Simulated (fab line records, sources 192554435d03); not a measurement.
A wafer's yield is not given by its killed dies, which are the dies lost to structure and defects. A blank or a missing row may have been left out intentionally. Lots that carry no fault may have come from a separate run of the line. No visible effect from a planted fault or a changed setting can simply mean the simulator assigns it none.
Matching of chambers || flow n5Finfet || N5_BEOL_M7_ILD_DEP_00 on pecvd-04: 3 sister chambers
The step deposits SiCOH lowk from DEMS/porogen, target thk 179.75 nm, time 33.4 s. 6 wafers are shown with their chamber, then 7 later ones without.

## EACH WAFER AND ITS CHAMBER
{"wafer": "L081.1", "chamber": 0, "showerheadPlenumPTorr (Torr)": 5.762, "heaterPowerW (W)": 269}
{"wafer": "L083.2", "chamber": 1, "showerheadPlenumPTorr (Torr)": 5.750, "heaterPowerW (W)": 267}
{"wafer": "L083.3", "chamber": 0, "showerheadPlenumPTorr (Torr)": 5.786, "heaterPowerW (W)": 280}
{"wafer": "L083.5", "chamber": 2, "showerheadPlenumPTorr (Torr)": 5.733, "heaterPowerW (W)": 225}
{"wafer": "L087.2", "chamber": 2, "showerheadPlenumPTorr (Torr)": 5.729, "heaterPowerW (W)": 209}
{"wafer": "L087.5", "chamber": 1, "showerheadPlenumPTorr (Torr)": 5.768, "heaterPowerW (W)": 289}

## WAFERS WITH NO CHAMBER GIVEN
{"wafer": "L087.6", "showerheadPlenumPTorr (Torr)": 5.737, "heaterPowerW (W)": 208}
{"wafer": "L089.3", "showerheadPlenumPTorr (Torr)": 5.767, "heaterPowerW (W)": 324}
{"wafer": "L089.4", "showerheadPlenumPTorr (Torr)": 5.766, "heaterPowerW (W)": 270}
{"wafer": "L089.6", "showerheadPlenumPTorr (Torr)": 5.740, "heaterPowerW (W)": 221}
{"wafer": "L092.2", "showerheadPlenumPTorr (Torr)": 5.756, "heaterPowerW (W)": 285}
{"wafer": "L092.4", "showerheadPlenumPTorr (Torr)": 5.735, "heaterPowerW (W)": 293}
{"wafer": "L092.6", "showerheadPlenumPTorr (Torr)": 5.746, "heaterPowerW (W)": 275}

## CHAMBER TAKEN BY EACH
{"wafer": "L087.6", "from the rows above": 2, "in truth": 2}
{"wafer": "L089.3", "from the rows above": "can't be placed: 1 or 0", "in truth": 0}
{"wafer": "L089.4", "from the rows above": "can't be placed: 0 or 1", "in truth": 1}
{"wafer": "L089.6", "from the rows above": 2, "in truth": 2}
{"wafer": "L092.2", "from the rows above": "can't be placed: 1 or 0", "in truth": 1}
{"wafer": "L092.4", "from the rows above": "can't be placed: 1 or 0", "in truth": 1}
{"wafer": "L092.6", "from the rows above": "can't be placed: 1 or 0", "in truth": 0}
Correctly placed: 2 of 7. From these rows, 5 cannot be placed; in 5 the true chamber is one of the candidates. Number placed wrongly: 0.
How it was worked out, from the rows above alone: a wafer's distance from a chamber is the root of the sum, over the readings, of the square of ((its reading less the chamber's mean) divided by the reading's scatter). If the next closest chamber is less than 2 further off than the closest, the wafer can't be placed; otherwise it belongs to the closest. A chamber's mean is the mean of its shown wafers. The scatter: take each reading less its chamber's mean, square it, sum over the shown wafers, divide by the number of wafers less the number of chambers, and take the root.
